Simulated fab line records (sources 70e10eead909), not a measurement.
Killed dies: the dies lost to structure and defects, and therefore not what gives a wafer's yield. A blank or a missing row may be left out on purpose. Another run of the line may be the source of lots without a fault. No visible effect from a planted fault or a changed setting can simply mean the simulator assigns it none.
fab line records    flow nand_harc
[record] lots = 6  wafers = 18  last_day = 31
route steps=1302 shown A_DECK1_JOINT@539 A_ONON_D2@545 END@1302
lots untouched by any fault: they come from a run of this same line in which no faults occurred
start_h: start of the lot's first displayed wafer, in hours after the record's first day    wait_h: hours since the lot's step before    " same as the row above    L1.1+2: several wafers, shown together as one row    - value missing, or start not given    * or withheld: withheld    < > ~ a bound
route shown NAME@n: a module of which the file shows steps, and the number in the route of the first    usual: mean and standard deviation over wafers with no fault    same: alike in all rows    chamber/n: place in a boat    sites: the reading at each site    _std_site: standard deviation of those values    _edge_site: mean of outer sites minus mean of inner sites    radius_mm: how far each site lies from the wafer's centre    mask NAME#n: copy n    behind: the last tool/chamber to shape the wafer    hold: the reason the lot was held/the length of the hold in hours/how it ended    device: the n, p or np transistor that did not switch    end of line: the route-end tests of the same wafers    where a step has no rows: the recipe by itself    killed: dies that structure and defects cost at the first sort, which is not the same as the wafer's yield    map: a wafer's dies, marking killed ones x, the rest . and places with no die _
set.NAME: the run value of the setting; set.NAME@STEP: its run value at that earlier step    model.NAME: the simulator's own value behind a step, which no gauge read
lots at some steps of the route; a table a step, a row a wafer
services: a tool's chamber out of use, with start hour (start_h, from the record's first day; less than 0 if before it), hours out, and reason
[[steps]]
[step NHARC_A_DECK1_JOINT_CMP_02]
[recipe] material = SiOx
[usual] motor_current_A = 12.5/1.6
lot.wafer  tool    chamber  start_h  wait_h  motor_current_A
L578.2     cmp-03  1        297.65   0.4     14.5
L578.5     "       3        "        "       12.2
L578.6     "       0        "        "       13.3
L579.3     cmp-04  3        324.24   0.4     11.8
L579.4     "       0        "        "       10.9
L579.5     "       1        "        "       15.6
L581.4     cmp-04  0        339.13   0.4     11.3
L581.1     "       1        "        "       15.3
L581.2     "       2        "        "       13.6
L588.2     cmp-01  3        401.61   0.4     10.6
L588.6     "       0        "        "       10.8
L588.5     "       1        "        "       13.7
L592.3     cmp-04  3        438.84   0.4     10.6
L592.6     "       1        "        "       15.3
L592.5     "       2        "        "       12.6
L593.2     cmp-04  1        450.75   0.4     16.2
L593.1     "       2        "        "       12.8
L593.3     "       3        "        "       11.8
[step NHARC_A_DECK1_JOINT_SRD_15]
[step NHARC_A_DECK1_JOINT_DEP_16]
[recipe] target_thk_a = 450  temp_c = 400  pressure_torr = 6.5  rf_w = 900  teos_flow_sccm = 161.4  flow_sccm = 2650  target_thk_nm = 45  gas = O2  material = SiO2
[usual] heater_power_w = 552/100  susceptor_temp_C = 400.00/0.24  throttle_valve_pct = 15.9/0.48
lot.wafer  tool      chamber  start_h  wait_h  heater_power_w  susceptor_temp_C  throttle_valve_pct
L578.2     pecvd-03  1        298.02   0.1     445             399.79            15.4
L578.5     "         0        "        "       637             399.82            15.9
L578.6     "         2        "        "       584             400.18            15.8
L579.3     pecvd-03  2        324.64   0.1     587             399.91            15.7
L579.4     "         0        "        "       631             399.92            16.2
L579.5     "         2        "        "       599             399.76            16.1
L581.2     pecvd-01  1        339.55   0.1     657             400.42            15.8
L581.1     "         2        "        "       728             399.81            16.2
L581.4     "         2        "        "       690             399.91            16.2
L588.2     pecvd-01  1        401.98   0.1     702             399.81            15.6
L588.6     "         0        "        "       528             399.72            15.7
L588.5     "         1        "        "       693             399.88            16.0
L592.3     pecvd-03  2        439.19   0.1     601             400.31            15.3
L592.6     "         2        "        "       593             400.23            15.3
L592.5     "         1        "        "       428             400.12            15.1
L593.2     pecvd-01  2        451.12   0.1     650             400.01            16.2
L593.3     "         0        "        "       515             400.27            16.0
L593.1     "         1        "        "       581             400.21            15.8
[step NHARC_A_DECK1_JOINT_THK_MEAS_17]
[recipe] thk_meas_gauge = ellipsometry
[usual] thk_nm = 45.0/1.2
lot.wafer  tool           chamber  start_h  wait_h  thk_nm
L578.2     film_metro-02  -        298.27   0.2     44.2
L578.5     "              -        "        "       45.9
L578.6     "              -        "        "       43.8
L579.3     film_metro-02  -        324.86   0.2     43.6
L579.4     "              -        "        "       46.4
L579.5     "              -        "        "       45.4
L581.1     film_metro-02  -        339.80   0.2     45.2
L581.2     "              -        "        "       45.6
L581.4     "              -        "        "       44.2
L588.2     film_metro-02  -        402.20   0.2     46.0
L588.5     "              -        "        "       43.1
L588.6     "              -        "        "       44.2
L592.3     film_metro-01  -        439.47   0.3     44.7
L592.5     "              -        "        "       43.2
L592.6     "              -        "        "       46.3
L593.1     film_metro-01  -        451.40   0.2     45.1
L593.2     "              -        "        "       44.6
L593.3     "              -        "        "       43.7
[step NHARC_A_DECK1_JOINT_INSPECT_05]
[usual] raw_defect_count = 321/120
lot.wafer  tool               chamber  start_h  wait_h  raw_defect_count
L578.2     defect_inspect-02  -        298.30   0.0     655
L578.5     "                  -        "        "       439
L578.6     "                  -        "        "       509
L579.3     defect_inspect-01  -        324.90   0.0     320
L579.4     "                  -        "        "       250
L579.5     "                  -        "        "       184
L581.1     defect_inspect-02  -        339.83   0.0     242
L581.2     "                  -        "        "       435
L581.4     "                  -        "        "       205
L588.2     defect_inspect-01  -        402.24   0.0     311
L588.5     "                  -        "        "       241
L588.6     "                  -        "        "       301
L592.3     defect_inspect-01  -        439.50   0.0     277
L592.5     "                  -        "        "       407
L592.6     "                  -        "        "       360
L593.1     defect_inspect-02  -        451.43   0.0     253
L593.2     "                  -        "        "       230
L593.3     "                  -        "        "       205
[step NHARC_A_ONON_D2_DEP_00]
[recipe] target_thk_a = 10000  n2_flow_sccm = 2750  n2o_flow_sccm = 2000  nh3_flow_sccm = 500  sih4_flow_sccm = 210  temp_c = 400
[step NHARC_A_ONON_D2_THK_MEAS_02]
[recipe] thk_meas_gauge = ellipsometry
[usual] thk_nm = 1000/9.3
lot.wafer  tool           chamber  start_h  wait_h  thk_nm
L578.2     film_metro-02  -        298.88   -       987
L578.5     "              -        "        "       989
L578.6     "              -        "        "       989
L579.3     film_metro-01  -        325.47   -       999
L579.4     "              -        "        "       1000
L579.5     "              -        "        "       998
L581.1     film_metro-01  -        340.70   -       993
L581.2     "              -        "        "       992
L581.4     "              -        "        "       992
L588.2     film_metro-02  -        402.82   -       994
L588.5     "              -        "        "       996
L588.6     "              -        "        "       997
L592.3     film_metro-02  -        440.08   -       986
L592.5     "              -        "        "       985
L592.6     "              -        "        "       987
L593.1     film_metro-02  -        452.11   -       1007
L593.2     "              -        "        "       1009
L593.3     "              -        "        "       1008
[step NHARC_A_ONON_D2_DEP_03]
[recipe] target_thk_a = 10000  n2_flow_sccm = 2750  n2o_flow_sccm = 2000  nh3_flow_sccm = 500  sih4_flow_sccm = 210  temp_c = 400
[step NHARC_A_ONON_D2_THK_MEAS_05]
[recipe] thk_meas_gauge = ellipsometry
[usual] thk_nm = 1002/11
lot.wafer  tool           chamber  start_h  wait_h  thk_nm
L578.2     film_metro-01  -        299.44   -       1019
L578.5     "              -        "        "       1018
L578.6     "              -        "        "       1020
L579.3     film_metro-01  -        326.04   -       1010
L579.4     "              -        "        "       1011
L579.5     "              -        "        "       1009
L581.1     film_metro-02  -        341.27   -       1005
L581.2     "              -        "        "       1006
L581.4     "              -        "        "       1004
L588.2     film_metro-01  -        403.38   -       1001
L588.5     "              -        "        "       999
L588.6     "              -        "        "       998
L592.3     film_metro-01  -        440.65   -       996
L592.5     "              -        "        "       996
L592.6     "              -        "        "       995
L593.1     film_metro-02  -        452.82   -       1015
L593.2     "              -        "        "       1015
L593.3     "              -        "        "       1015
[step NHARC_A_ONON_D2_DEP_06]
[recipe] target_thk_a = 10000  n2_flow_sccm = 2750  n2o_flow_sccm = 2000  nh3_flow_sccm = 500  sih4_flow_sccm = 210  temp_c = 400
[step NHARC_A_ONON_D2_THK_MEAS_08]
[recipe] thk_meas_gauge = ellipsometry
[usual] thk_nm = 1000/11
lot.wafer  tool           chamber  start_h  wait_h  thk_nm
L578.2     film_metro-01  -        300.01   -       1006
L578.5     "              -        "        "       1007
L578.6     "              -        "        "       1006
L579.3     film_metro-01  -        326.61   -       1001
L579.4     "              -        "        "       1000
L579.5     "              -        "        "       1000
L581.1     film_metro-01  -        341.84   -       990
L581.2     "              -        "        "       989
L581.4     "              -        "        "       989
L588.2     film_metro-01  -        403.94   -       986
L588.5     "              -        "        "       986
L588.6     "              -        "        "       985
L592.3     film_metro-02  -        441.21   -       1010
L592.5     "              -        "        "       1008
L592.6     "              -        "        "       1008
L593.1     film_metro-01  -        453.39   -       1015
L593.2     "              -        "        "       1015
L593.3     "              -        "        "       1016
[step NHARC_A_ONON_D2_DEP_09]
[recipe] target_thk_a = 10000  n2_flow_sccm = 2750  n2o_flow_sccm = 2000  nh3_flow_sccm = 500  sih4_flow_sccm = 210  temp_c = 400
[usual] n2_flow_sccm = 2751/8.5  susceptor_temp_C = 400.02/0.22
lot.wafer  tool           chamber  start_h  wait_h  n2_flow_sccm  susceptor_temp_C
L578.2     pecvd_onon-01  0        300.12   0.1     2748          400.18
L578.5     "              0        "        "       2750          399.81
L578.6     "              0        "        "       2746          399.75
L579.3     pecvd_onon-01  0        326.78   0.2     2757          399.64
L579.4     "              0        "        "       2748          399.47
L579.5     "              0        "        "       2751          399.91
L581.1     pecvd_onon-03  0        341.90   0.1     2752          400.32
L581.2     "              0        "        "       2753          400.78
L581.4     "              0        "        "       2762          400.09
L588.2     pecvd_onon-03  0        404.06   0.1     2759          399.98
L588.5     "              0        "        "       2742          400.11
L588.6     "              0        "        "       2740          399.98
L592.3     pecvd_onon-01  0        441.38   0.2     2752          399.71
L592.5     "              0        "        "       2757          399.89
L592.6     "              0        "        "       2741          399.55
L593.1     pecvd_onon-03  0        453.44   0.1     2755          399.84
L593.2     "              0        "        "       2748          400.19
L593.3     "              0        "        "       2758          399.85
[step NHARC_A_ONON_D2_THK_MEAS_11]
[recipe] thk_meas_gauge = ellipsometry
[usual] thk_nm = 1001/7.9
lot.wafer  tool           chamber  start_h  wait_h  thk_nm
L578.2     film_metro-02  -        300.57   -       386
L578.5     "              -        "        "       386
L578.6     "              -        "        "       385
L579.3     film_metro-01  -        327.19   -       379
L579.4     "              -        "        "       383
L579.5     "              -        "        "       380
L581.1     film_metro-01  -        342.41   -       995
L581.2     "              -        "        "       996
L581.4     "              -        "        "       997
L588.2     film_metro-01  -        404.51   -       996
L588.5     "              -        "        "       995
L588.6     "              -        "        "       996
L592.3     film_metro-02  -        441.77   -       1005
L592.5     "              -        "        "       1006
L592.6     "              -        "        "       1009
L593.1     film_metro-02  -        453.95   -       1009
L593.2     "              -        "        "       1009
L593.3     "              -        "        "       1009
[step NHARC_A_ONON_D2_DEP_12]
[recipe] target_thk_a = 10000  n2_flow_sccm = 2750  n2o_flow_sccm = 2000  nh3_flow_sccm = 500  sih4_flow_sccm = 210  temp_c = 400
[step NHARC_END_SORT_01]
[recipe] temp_c = 25
[usual] killed_at_array = 64/20  killed_at_other = 0.7/1.1  killed_at_periphery = 3.6/2.7  killed_dies = 68/20  killed_open = 2.8/1.9  killed_short = 2.3/1.5
[same] gross_dies = 677
lot.wafer  tool       chamber  start_h  wait_h  killed_at_array  killed_at_other  killed_at_periphery  killed_dies  killed_open  killed_short
L578.2     prober-02  0        572.41   2.8     675              0                2                    677          0            4
L578.5     prober-02  0        574.81   3.7     675              0                2                    677          1            3
L578.6     prober-02  0        575.61   4.0     674              0                3                    677          3            3
L579.3     prober-02  0        612.44   3.1     670              0                7                    677          3            2
L579.4     prober-02  0        613.25   3.4     668              0                9                    677          4            4
L579.5     prober-02  0        614.06   3.7     672              0                5                    677          3            2
// killed by level:class
L578.2 A_ONON_D2:area_dep=611 A_CHANNEL_HOLE_D1:chamber_film_flake=31 A_CHANNEL_HOLE_D2:chamber_film_flake=22 A_CONTACT:chamber_film_flake=4 A_CHANNEL_FILL_D1:chamber_film_flake=3 P_CONTACT:geometric_particle:short=1 A_ONON_D1:geometric_particle:short=1 A_ONON_D2:geometric_particle:short=1
L578.5 A_ONON_D2:area_dep=611 A_CHANNEL_HOLE_D2:chamber_film_flake=32 A_CHANNEL_HOLE_D1:chamber_film_flake=19 A_CONTACT:chamber_film_flake=4 A_STAIRCASE:chamber_film_flake=3 A_ONON_D1:geometric_particle:open=1 A_CHANNEL_HOLE_D1:geometric_particle:short=1 A_CHANNEL_FILL_D2:geometric_particle:short=1
L578.6 A_ONON_D2:area_dep=609 A_CHANNEL_HOLE_D2:chamber_film_flake=28 A_CHANNEL_HOLE_D1:chamber_film_flake=22 A_CONTACT:chamber_film_flake=4 P_GATE:chamber_film_flake=2 A_STAIRCASE:chamber_film_flake=2 A_CHANNEL_FILL_D1:chamber_film_flake=2 A_WL_FILL:chamber_film_flake=2
L579.3 A_ONON_D2:area_dep=612 A_CHANNEL_HOLE_D2:chamber_film_flake=36 A_STAIRCASE:chamber_film_flake=7 A_CHANNEL_HOLE_D1:chamber_film_flake=5 P_ZERO_WELL:chamber_film_flake=3 A_SGD_CUT:chamber_film_flake=3 P_GATE:chamber_film_flake=2 A_CONTACT:chamber_film_flake=2
L579.4 A_ONON_D2:area_dep=620 A_CHANNEL_HOLE_D2:chamber_film_flake=33 P_ZERO_WELL:chamber_film_flake=5 A_CHANNEL_HOLE_D1:chamber_film_flake=3 A_STAIRCASE:chamber_film_flake=2 A_CONTACT:chamber_film_flake=2 P_M0:geometric_particle:short=1 P_M1:geometric_particle:open=1
L579.5 A_ONON_D2:area_dep=619 A_CHANNEL_HOLE_D2:chamber_film_flake=29 A_STAIRCASE:chamber_film_flake=5 A_SGD_CUT:chamber_film_flake=4 A_M1:chamber_film_flake=4 P_ZERO_WELL:chamber_film_flake=3 A_CHANNEL_HOLE_D1:chamber_film_flake=3 A_CHANNEL_HOLE_D1:geometric_particle:short=1
// map L578.2 (x killed, . not)
____________x____________
_________xxxxxxx_________
_______xxxxxxxxxxx_______
______xxxxxxxxxxxxx______
_____xxxxxxxxxxxxxxx_____
____xxxxxxxxxxxxxxxxx____
____xxxxxxxxxxxxxxxxx____
___xxxxxxxxxxxxxxxxxxx___
___xxxxxxxxxxxxxxxxxxx___
__xxxxxxxxxxxxxxxxxxxxx__
__xxxxxxxxxxxxxxxxxxxxx__
_xxxxxxxxxxxxxxxxxxxxxxx_
_xxxxxxxxxxxxxxxxxxxxxxx_
_xxxxxxxxxxxxxxxxxxxxxxx_
_xxxxxxxxxxxxxxxxxxxxxxx_
_xxxxxxxxxxxxxxxxxxxxxxx_
xxxxxxxxxxxxxxxxxxxxxxxxx
xxxxxxxxxxxxxxxxxxxxxxxxx
xxxxxxxxxxxxxxxxxxxxxxxxx
xxxxxxxxxxxxxxxxxxxxxxxxx
xxxxxxxxxxxxxxxxxxxxxxxxx
_xxxxxxxxxxxxxxxxxxxxxxx_
_xxxxxxxxxxxxxxxxxxxxxxx_
_xxxxxxxxxxxxxxxxxxxxxxx_
_xxxxxxxxxxxxxxxxxxxxxxx_
_xxxxxxxxxxxxxxxxxxxxxxx_
__xxxxxxxxxxxxxxxxxxxxx__
__xxxxxxxxxxxxxxxxxxxxx__
___xxxxxxxxxxxxxxxxxxx___
___xxxxxxxxxxxxxxxxxxx___
____xxxxxxxxxxxxxxxxx____
____xxxxxxxxxxxxxxxxx____
_____xxxxxxxxxxxxxxx_____
______xxxxxxxxxxxxx______
_______xxxxxxxxxxx_______
_________xxxxxxx_________
____________x____________
// map L579.3 (x killed, . not)
____________x____________
_________xxxxxxx_________
_______xxxxxxxxxxx_______
______xxxxxxxxxxxxx______
_____xxxxxxxxxxxxxxx_____
____xxxxxxxxxxxxxxxxx____
____xxxxxxxxxxxxxxxxx____
___xxxxxxxxxxxxxxxxxxx___
___xxxxxxxxxxxxxxxxxxx___
__xxxxxxxxxxxxxxxxxxxxx__
__xxxxxxxxxxxxxxxxxxxxx__
_xxxxxxxxxxxxxxxxxxxxxxx_
_xxxxxxxxxxxxxxxxxxxxxxx_
_xxxxxxxxxxxxxxxxxxxxxxx_
_xxxxxxxxxxxxxxxxxxxxxxx_
_xxxxxxxxxxxxxxxxxxxxxxx_
xxxxxxxxxxxxxxxxxxxxxxxxx
xxxxxxxxxxxxxxxxxxxxxxxxx
xxxxxxxxxxxxxxxxxxxxxxxxx
xxxxxxxxxxxxxxxxxxxxxxxxx
xxxxxxxxxxxxxxxxxxxxxxxxx
_xxxxxxxxxxxxxxxxxxxxxxx_
_xxxxxxxxxxxxxxxxxxxxxxx_
_xxxxxxxxxxxxxxxxxxxxxxx_
_xxxxxxxxxxxxxxxxxxxxxxx_
_xxxxxxxxxxxxxxxxxxxxxxx_
__xxxxxxxxxxxxxxxxxxxxx__
__xxxxxxxxxxxxxxxxxxxxx__
___xxxxxxxxxxxxxxxxxxx___
___xxxxxxxxxxxxxxxxxxx___
____xxxxxxxxxxxxxxxxx____
____xxxxxxxxxxxxxxxxx____
_____xxxxxxxxxxxxxxx_____
______xxxxxxxxxxxxx______
_______xxxxxxxxxxx_______
_________xxxxxxx_________
____________x____________
[[services]]
tool           chamber  start_h  hours  kind
pecvd-03       -        283.82   4.8    repair
cmp-01         -        293.60   4.0    pm
pecvd_onon-03  -        296.34   9.2    repair
cmp-04         -        302.22   1.5    repair
cmp-04         -        304.80   2.7    repair
cmp-04         -        307.93   4.0    pm
pecvd-01       -        311.00   13.0   pm
cmp-03         -        311.31   1.9    repair
pecvd-03       2        313.09   5.8    repair
pecvd-03       1        331.45   5.1    repair
pecvd-01       -        334.63   2.4    repair
pecvd-03       -        334.98   0.5    repair
cmp-01         -        348.20   0.5    repair
cmp-04         -        348.84   1.7    repair
cmp-03         -        361.19   4.0    pm
pecvd_onon-03  -        361.72   3.8    repair
pecvd-03       -        366.00   13.0   pm
pecvd-03       -        379.56   1.1    repair
cmp-03         -        379.82   3.4    repair
cmp-04         -        385.02   0.3    repair
cmp-04         -        405.93   4.0    pm
pecvd_onon-03  -        408.19   13.0   pm
pecvd-01       2        436.50   5.4    repair
pecvd_onon-01  -        450.45   13.0   pm
[[key]]
[first_sign] step = NHARC_A_ONON_D2_THK_MEAS_11  reading = thk_nm  direction = down  sigmas = 78  usual = 1001  struck = 383
[effect] step = NHARC_END_SORT_01  reading = killed_dies  direction = up  sigmas = 31  usual = 68  struck = 677
[more_kills_born_at] NHARC_A_ONON_D2_DEP_09@pecvd_onon-01 = 3682
met_at NHARC_A_ONON_D2_DEP_09
struck_wafers L578.2,L578.5,L578.6,L579.3,L579.4,L579.5
later_rows_left_out L578.2,L578.5,L578.6,L579.3,L579.4,L579.5
tester_left_out L578,L579
[fault] kind = process_parameter_drift  tool = pecvd_onon-01  chamber = -  onset_h = 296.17  steps = NHARC_A_ONON_D2_DEP_09  channel = target_thk_a  offset = *  shape = step  end_h = 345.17  acts_in = *  stated = *
// tester_left_out: of these lots the tester's yield and bins aren't shown, on N5 and GAA mostly nor the transistor test; their killed dies are dies lost to structure and defects alone, not to doping, threshold or leakage, so they don't give the yield
// later_rows_left_out: the simulator's readings of these wafers behind a module that went badly wrong aren't trusted and aren't shown, but for the sort
